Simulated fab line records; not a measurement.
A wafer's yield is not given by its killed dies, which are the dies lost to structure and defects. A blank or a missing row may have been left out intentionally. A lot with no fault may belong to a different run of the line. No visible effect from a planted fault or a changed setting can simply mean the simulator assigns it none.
Which tool is to blame?	flow n5Finfet	12 lots, 36 wafers sampled, at 5 steps of a route of 1938

== WHAT EACH GAUGE READ, for each wafer ==
N5_BEOL_M5_OVL_MEAS_29.
lot	measured	on	V4_OVL (nm)
L075	day 8 21:20	overlay-02	-0.3 0.7 0.7
L078	day 9 13:55	overlay-01	-0.8 -1.0 -0.2
L079	day 9 20:03	overlay-01	0.4 -0.5 0.3
L081	day 10 02:55	overlay-02	-1.6 -2.2 -1.0
L082	day 10 20:33	overlay-01	0.0 0.4 -0.3
L084	day 11 02:52	overlay-02	0.1 -1.4 -0.9
L087	day 11 21:06	overlay-02	-0.3 -0.5 -0.6
L090	day 12 15:24	overlay-02	-0.6 -0.5 -1.5
L092	day 12 22:29	overlay-01	-0.6 0.4 0.1
L093	day 13 01:40	overlay-01	-0.2 -0.2 0.3
L095	day 14 01:12	overlay-01	0.8 0.5 -0.7
L097	day 14 06:19	overlay-01	-1.4 -0.9 -0.2

== WHAT TOOL EACH LOT RAN ON (gives the tool, then ch and the chambers of the sampled wafers, and finally the start) ==
lot	N5_BEOL_M4_SPUTTER_79	N5_BEOL_M4_SPUTTER_81	N5_BEOL_M4_SPUTTER_90	N5_BEOL_M4_ANNEAL_51
L075	pvdSputter-03, day 8 11:59	pvdSputter-03, day 8 12:12	pvdSputter-03, day 8 12:52	rtpAnneal-02 ch 0, day 8 13:48
L078	pvdSputter-01, day 9 05:46	pvdSputter-01, day 9 05:59	pvdSputter-01, day 9 06:38	rtpAnneal-01 ch 0, day 9 07:30
L079	pvdSputter-03, day 9 10:34	pvdSputter-03, day 9 10:47	pvdSputter-03, day 9 11:27	rtpAnneal-02 ch 0, day 9 12:29
L081	pvdSputter-03, day 9 19:00	pvdSputter-03, day 9 19:13	pvdSputter-03, day 9 19:53	rtpAnneal-02 ch 0, day 9 20:47
L082	pvdSputter-02, day 10 12:47	pvdSputter-02, day 10 13:00	pvdSputter-02, day 10 13:40	rtpAnneal-01 ch 0, day 10 14:56
L084	pvdSputter-03, day 10 16:06	pvdSputter-03, day 10 16:19	pvdSputter-03, day 10 16:59	rtpAnneal-01 ch 0, day 10 17:53
L087	pvdSputter-02, day 11 14:18	pvdSputter-02, day 11 14:31	pvdSputter-02, day 11 15:11	rtpAnneal-01 ch 0, day 11 16:20
L090	pvdSputter-02, day 12 07:05	pvdSputter-02, day 12 07:18	pvdSputter-02, day 12 07:58	rtpAnneal-01 ch 0, day 12 08:54
L092	pvdSputter-03, day 12 13:53	pvdSputter-03, day 12 14:06	pvdSputter-03, day 12 14:46	rtpAnneal-02 ch 0, day 12 15:37
L093	pvdSputter-02, day 12 18:40	pvdSputter-02, day 12 18:53	pvdSputter-02, day 12 19:33	rtpAnneal-02 ch 0, day 12 20:25
L095	pvdSputter-03, day 13 18:40	pvdSputter-03, day 13 18:53	pvdSputter-03, day 13 19:32	rtpAnneal-02 ch 0, day 13 20:23
L097	pvdSputter-01, day 13 21:48	pvdSputter-01, day 13 22:01	pvdSputter-01, day 13 22:41	rtpAnneal-02 ch 0, day 13 23:32
- N5_BEOL_M4_SPUTTER_79: material Cu, target thk 4.5 nm, time 8.29 s.
- N5_BEOL_M4_SPUTTER_81: material Cu, target thk 4.5 nm, time 8.29 s.
- N5_BEOL_M4_SPUTTER_90: material Cu, target thk 4.5 nm, time 8.29 s.
- N5_BEOL_M4_ANNEAL_51: time 90 s.

== THE ANSWER, worked out from the rows above alone ==
Rule: the lots themselves supply what counts as usual. The widest of any qualifying gaps counts: lots, ordered by their means at a reading, are off when they make up no more than a third of the lots, leave a main group of 4 or more, and stand apart from it by 3 or more times the standard deviation of that group's means. A main group whose means are all the same, to the digits that the tables above print for the reading, isn't used. Also off: a lot with no number at a reading for which 4 or more lots have one. The other lots that the step has rows for count as sound.
Nothing can be told from this: no lot is off at any reading shown.

== WHAT WAS PUT IN BY THE SIMULATOR ==
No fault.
